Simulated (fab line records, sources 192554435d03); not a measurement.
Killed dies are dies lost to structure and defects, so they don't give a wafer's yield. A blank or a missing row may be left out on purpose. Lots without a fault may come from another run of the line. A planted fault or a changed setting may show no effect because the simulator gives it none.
Chamber matching | flow n5_finfet | N5_BEOL_M5_STRIP_36 on rie_diel-02: 4 sister chambers
The step strips in N2/H2. 4 wafers are shown with their chamber, then 9 later ones without.

WAFERS WITH THEIR CHAMBER
wafer  | chamber | drypump_motor_current_A (A)
L089.6 | 0       | 5.9
L091.1 | 1       | 6.0
L091.2 | 3       | 5.6
L091.6 | 2       | 6.0

WAFERS WITHOUT THEIR CHAMBER
wafer  | drypump_motor_current_A (A)
L095.1 | 6.0
L095.4 | 6.0
L095.5 | 6.0
L096.1 | 6.0
L096.2 | 5.6
L096.3 | 6.1
L096.4 | 6.0
L096.5 | 5.6
L096.6 | 6.0

WHICH CHAMBER EACH WENT THROUGH
wafer  | from the rows above     | in truth
L095.1 | can't be placed: 1 or 2 | 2
L095.4 | can't be placed: 1 or 2 | 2
L095.5 | can't be placed: 1 or 2 | 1
L096.1 | can't be placed: 1 or 2 | 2
L096.2 | 3                       | 3
L096.3 | can't be placed: 1 or 2 | 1
L096.4 | can't be placed: 1 or 2 | 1
L096.5 | 3                       | 3
L096.6 | can't be placed: 1 or 2 | 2
Placed correctly: 2 of 9. Can't be placed from these rows: 7 (the true chamber is among the candidates in 7). Placed wrongly: 0.
How it was worked out, from the rows above alone: a wafer's distance from a chamber is the root of the sum, over the readings, of the square of ((its reading less the chamber's mean) divided by the reading's scatter). The wafer belongs to the nearest chamber; if the next one is less than 2 further off, it can't be placed. A chamber's mean is the mean of its shown wafers. The scatter: with one shown wafer a chamber, the root of the mean of the squares of how far each hidden wafer lies from its nearest shown one.
